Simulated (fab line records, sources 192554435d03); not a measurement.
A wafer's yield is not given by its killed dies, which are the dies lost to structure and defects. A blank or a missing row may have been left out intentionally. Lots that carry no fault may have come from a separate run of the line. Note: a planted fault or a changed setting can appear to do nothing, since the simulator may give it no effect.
Comparing a struck lot with a sound one / flow n5Finfet / 13 steps out of a route of 1938
Sound: wafers L167.2, L167.3, L167.5. Struck: wafers L177.1, L177.3, L177.5. Last of all comes the cause.
Per side, at each step with rows, come the tool, then ch with its chambers, and then its first start. Under that, the readings that differ: sound wafers / struck wafers / difference of the means / sigmas: that difference in standard deviations of wafers without a fault.
alike: readings whose means differ by less than 2 such deviations, and words and numbers that are the same on both sides. not compared: withheld readings, readings that some wafer has no value for, bounds like >300 that may hide the same value, and numbers for which the record gives no deviation and whose values overlap.
A row with sigmas, a row that says differs or no value, or rows on one side alone: a step with any of these is where the two part. Numbers that have no deviation but don't overlap get no sigmas and don't part them. A reading that every wafer of one side lacks parts them only if that side has two wafers or more.

first, 9 steps without rows for these wafers: N5_BEOL_M4_EBR_24; N5_BEOL_M4_SOFTBAKE_23 (time 60 s); N5_BEOL_M4_EXPOSE_25 (exposes mask V3, defocus 5 nm); N5_BEOL_M4_PEB_26 (peb time 60 s); N5_BEOL_M4_DEVELOP_27 (develop time 30 s); N5_BEOL_M4_DESCUM_33 (chemistry O2, time 7 s); N5_BEOL_M4_ETCH_77 (etches underlayer in N2/H2, target depth 6.5 nm, time 5.2 s); N5_BEOL_M4_ETCH_69 (etches SiARC in CF4, target depth 15.6 nm, time 26 s); N5_BEOL_M4_ALD_98 (deposits SiO2, target thk 2.5 nm, pulse time 1 s, co reactant pulse time 1 s).
N5_BEOL_M4_ETCHBACK_99: etches SiO2 in CHF3, target depth 5 nm, time 10.4 s.
  sound on rieDiel-02 ch 1,3, day 7 17:37; struck on rieDiel-02 ch 1,2,3, day 10 19:32
  no value came back on the struck wafers for any of 7 readings (CHF3_flow_sccm (sccm), biasW (W) and others); on the sound wafers CHF3_flow_sccm (sccm) reads 12.04 11.93 11.92
reading=model.CAR-EUV_of_BEOL_M4_COAT_22.thkNm (nm); sound=10.4 10.2 10.4; struck=11.2 11.2 11.2; difference=+0.9; sigmas=
  not compared: rfHoursCounterH
then, 1 step without rows for these wafers: N5_BEOL_M4_ETCH_70 (etches SOC in N2/H2, target depth 80 nm, overetch 24 nm, time 130 s).
N5_BEOL_M4_RC_MEAS_101:
  the record has rows for the sound wafers here (prober-01 ch 0, day 7 22:20) and none for the struck ones
-- here the record skips 4 days between the struck wafers' starts before and after, leaving off in module BEOL_M4 and picking up in module PASSIVATION (first step shown: number 1936 of the route) --
N5_PASSIVATION_PROBE_49:
  sound on prober-02 at day 12 14:53; struck on prober-01 at day 15 04:25
reading=defectLimitedYield (%); sound=94.7 92.5 93.5; struck=0 0 0; difference=-94; sigmas=-55
reading=killed_at_M4_up; sound=10 9 6; struck=1110 1127 1098; difference=+1103; sigmas=+99 or more
reading=killedDies; sound=63 88 77; struck=1180 1180 1180; difference=+1104; sigmas=+55
reading=killedOnRim; sound=4 7 7; struck=152 152 152; difference=+146; sigmas=+32
reading=sort_bin_5_function (%); sound=3.2 3.4 3.2; struck=97.1 96.6 96.4; difference=+93.4; sigmas=+85
reading=sortNPass; sound=1117 1092 1103; struck=0 0 0; difference=-1104; sigmas=-55
reading=sortYieldPct (%); sound=94.7 92.5 93.5; struck=0 0 0; difference=-94; sigmas=-55
  alike: killed_at_M0_to_M3, killedAtContacts, killedAtFrontEnd, killedAtOther, killedOpen, killedShort, sort_bin_6_memory, sort_bin_8_speed

## WHERE THEY PART
At N5_BEOL_M4_ETCHBACK_99 first; at N5_PASSIVATION_PROBE_49 last (within this record only).

WHY: what the simulator had put in
Step skipped in full: rieDiel-02, at N5_BEOL_M4_ETCHBACK_99, from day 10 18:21 onward. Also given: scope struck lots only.
